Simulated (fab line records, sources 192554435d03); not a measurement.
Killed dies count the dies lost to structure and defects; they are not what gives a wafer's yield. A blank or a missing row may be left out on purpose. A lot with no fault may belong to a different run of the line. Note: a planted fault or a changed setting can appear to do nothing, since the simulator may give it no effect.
A single fault, viewed from 3 desks + flow n5-finfet + numbers are kept per desk, each desk with only its own; the story behind them comes last

== THE METROLOGY DESK ==
What the gauges read, lot by lot, whatever tool the lot ran on: means of the sampled wafers that have a number. Any lot whose mean is over 4 standard deviations away from the usual mean is out of limits and marked OUT; that distance is given in the brackets. Readings shown: 7 of its 10, picked as those furthest out on some lot.
Columns: A = DIBL_N at N5_BEOL_M4_RC_MEAS_101, usual 36.3 mV/V; B = IOFF_N at N5_BEOL_M4_RC_MEAS_101, usual 0.16 nA/um; C = IOFF_P at N5_BEOL_M4_RC_MEAS_101, usual 0.22 nA/um; D = ION_N at N5_BEOL_M4_RC_MEAS_101, usual 677 uA/um; E = ION_P at N5_BEOL_M4_RC_MEAS_101, usual 466 uA/um; F = VT_N at N5_BEOL_M4_RC_MEAS_101, usual 249 mV; G = VT_P at N5_BEOL_M4_RC_MEAS_101, usual -248.9 mV
| lot  | first seen here | A    | B    | C    | D   | E   | F   | G      |
|------|-----------------|------|------|------|-----|-----|-----|--------|
| L628 | day 8 19:02     | 35.3 | 0.15 | 0.22 | 673 | 470 | 250 | -247.1 |
| L635 | day 10 01:01    | 36.5 | 0.20 | 0.30 | 695 | 482 | 244 | -243.4 |
| L637 | day 10 18:19    | 34.2 | 0.14 | 0.21 | 666 | 464 | 252 | -247.7 |
| L639 | day 11 08:43    | 35.7 | 0.15 | 0.22 | 671 | 462 | 251 | -247.5 |
| L640 | day 11 09:18    | 35.8 | 0.13 | 0.21 | 668 | 462 | 253 | -250.2 |
| L642 | day 12 03:03    | 37.0 | 0.17 | 0.26 | 677 | 472 | 248 | -247.3 |
| L647 | day 12 20:28    | 37.8 | 0.18 | 0.22 | 677 | 466 | 248 | -250.7 |
| L651 | day 14 01:23    | 35.5 | 0.17 | 0.23 | 680 | 468 | 248 | -248.5 |
| L650 | day 14 04:28    | 36.2 | 0.16 | 0.24 | 682 | 470 | 248 | -246.8 |
This desk's finding: nothing out of limits on any of the 9 lots.

== THE DEFECT DESK ==
Lot by lot, what the route's inspections counted, given as the mean of those sampled wafers with a number. Any lot whose mean is over 4 standard deviations away from the usual mean is out of limits and marked OUT; that distance is given in the brackets.
Columns: A = raw-defect-count at N5_SDB_INSPECT_13, usual 65
| lot  | first seen here | A  |
|------|-----------------|----|
| L628 | day 3 19:11     | 89 |
| L635 | day 5 12:28     | 63 |
| L637 | day 6 02:01     | 44 |
| L639 | day 6 14:10     | 41 |
| L640 | day 6 20:00     | 71 |
| L642 | day 7 07:53     | 47 |
| L647 | day 8 13:38     | 43 |
| L650 | day 9 09:26     | 53 |
| L651 | day 9 14:35     | 42 |
This desk's finding: nothing out of limits on any of the 9 lots.

== AT THE TOOL OWNER'S DESK: rtp-anneal-01 ==
At N5_HKMG_FIN_HK_ANNEAL_02 (time 30 s), the tool's own readings, given per lot that ran on this tool as the mean of the sampled wafers with a number. Any lot whose mean is over 4 standard deviations away from the usual mean is out of limits and marked OUT; that distance is given in the brackets. Of its 9 readings 7 are shown: the one that was out of limits first, and those that lie furthest out on some lot.
Columns: A = lamp-power-pct at N5_HKMG_FIN_HK_ANNEAL_02, usual 8.80 %; B = lamp_zone_1_pct at N5_HKMG_FIN_HK_ANNEAL_02, usual 8.795 %; C = lamp_zone_3_pct at N5_HKMG_FIN_HK_ANNEAL_02, usual 8.797 %; D = lamp_zone_4_pct at N5_HKMG_FIN_HK_ANNEAL_02, usual 8.796 %; E = lamp_zone_5_pct at N5_HKMG_FIN_HK_ANNEAL_02, usual 8.798 %; F = lamp_zone_6_pct at N5_HKMG_FIN_HK_ANNEAL_02, usual 8.725 %; G = lamp_zone_7_pct at N5_HKMG_FIN_HK_ANNEAL_02, usual 9.193 %
| lot  | first seen here | A               | B               | C               | D               | E               | F               | G               |
|------|-----------------|-----------------|-----------------|-----------------|-----------------|-----------------|-----------------|-----------------|
| L628 | day 4 01:04     | 8.79            | 8.790           | 8.793           | 8.798           | 8.803           | 8.719           | 9.190           |
| L635 | day 5 17:39     | 8.74            | 8.792           | 8.786           | 8.801           | 8.798           | 8.724           | 9.194           |
| L637 | day 6 06:44     | 8.33 (-8.6) OUT | 8.344 (-41) OUT | 8.344 (-41) OUT | 8.353 (-44) OUT | 8.336 (-42) OUT | 8.267 (-42) OUT | 8.733 (-46) OUT |
| L639 | day 6 19:29     | 8.38 (-7.7) OUT | 8.347 (-41) OUT | 8.337 (-42) OUT | 8.346 (-45) OUT | 8.338 (-42) OUT | 8.282 (-40) OUT | 8.714 (-48) OUT |
| L640 | day 7 01:19     | 8.43 (-6.9) OUT | 8.346 (-41) OUT | 8.338 (-42) OUT | 8.346 (-45) OUT | 8.351 (-41) OUT | 8.273 (-41) OUT | 8.721 (-48) OUT |
This desk finds L637, L639, L640 out of limits, L637 being first, at day 6 06:44 (lamp-power-pct at N5_HKMG_FIN_HK_ANNEAL_02). L628, L635: within limits.

== TAKEN TOGETHER ==
On L637, L639, L640, at day 6 06:44, an alarm was possible from the tool owner's desk.
At the metrology desk, nothing out of limits was observed.
The defect desk saw nothing out of limits.
The metrology desk holds a record of L637, L639, L640, inside its limits.
The defect desk has L637, L639, L640 on record, within its limits.
N5_HKMG_FIN_HK_ANNEAL_02 was run on rtp-anneal-01 by each of the lots named.

== WHAT THE SIMULATOR PUT IN ==
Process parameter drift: rtp-anneal-01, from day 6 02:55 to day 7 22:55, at N5_HKMG_FIN_HK_ANNEAL_02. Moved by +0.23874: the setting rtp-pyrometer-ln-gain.
Struck lots among those shown: L637, L639, L640.
Delay in hours, fault start to first out-of-limits reading, by desk: the tool owner's desk at 4.
